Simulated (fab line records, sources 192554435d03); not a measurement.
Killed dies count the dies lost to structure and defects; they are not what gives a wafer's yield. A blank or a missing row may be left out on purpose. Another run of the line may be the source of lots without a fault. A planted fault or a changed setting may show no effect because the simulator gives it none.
Matching of chambers | flow n5Finfet | N5_BEOL_M2_PRE_CLEAN_60 on cvdCo-02 has 3 sister chambers
The step time 15 s. 6 wafers are shown with their chamber, then 11 later ones without.

EACH WAFER AND ITS CHAMBER
wafer  | chamber | heaterPowerW (W)
L085.5 | 2       | 109
L085.6 | 0       | 76
L086.1 | 2       | 108
L086.3 | 1       | 84
L086.4 | 1       | 84
L090.3 | 0       | 76

WAFERS MISSING THEIR CHAMBER
wafer  | heaterPowerW (W)
L090.4 | 109
L090.6 | 85
L092.1 | 106
L092.2 | 84
L092.6 | 77
L094.1 | 111
L094.5 | 75
L094.6 | 85
L097.2 | 76
L097.3 | 85
L097.6 | 85

WHICH CHAMBER EACH ONE RAN IN
wafer  | from the rows above | in truth
L090.4 | 2                   | 2
L090.6 | 1                   | 1
L092.1 | 2                   | 2
L092.2 | 1                   | 1
L092.6 | 0                   | 0
L094.1 | 2                   | 2
L094.5 | 0                   | 0
L094.6 | 1                   | 1
L097.2 | 0                   | 0
L097.3 | 1                   | 1
L097.6 | 1                   | 1
Correct placement for 11 of the 11. Not placeable from these rows: 0. Number placed wrongly: 0.
How it was worked out, from the rows above alone: a wafer's distance from a chamber is the root of the sum, over the readings, of the square of ((its reading less the chamber's mean) divided by the reading's scatter). The wafer belongs to the nearest chamber; if the next one is less than 2 further off, it can't be placed. The mean given for a chamber averages the wafers shown for that chamber. The scatter: the root of (the sum of the squares of (reading less its chamber's mean) over the shown wafers, divided by (wafers less chambers)).
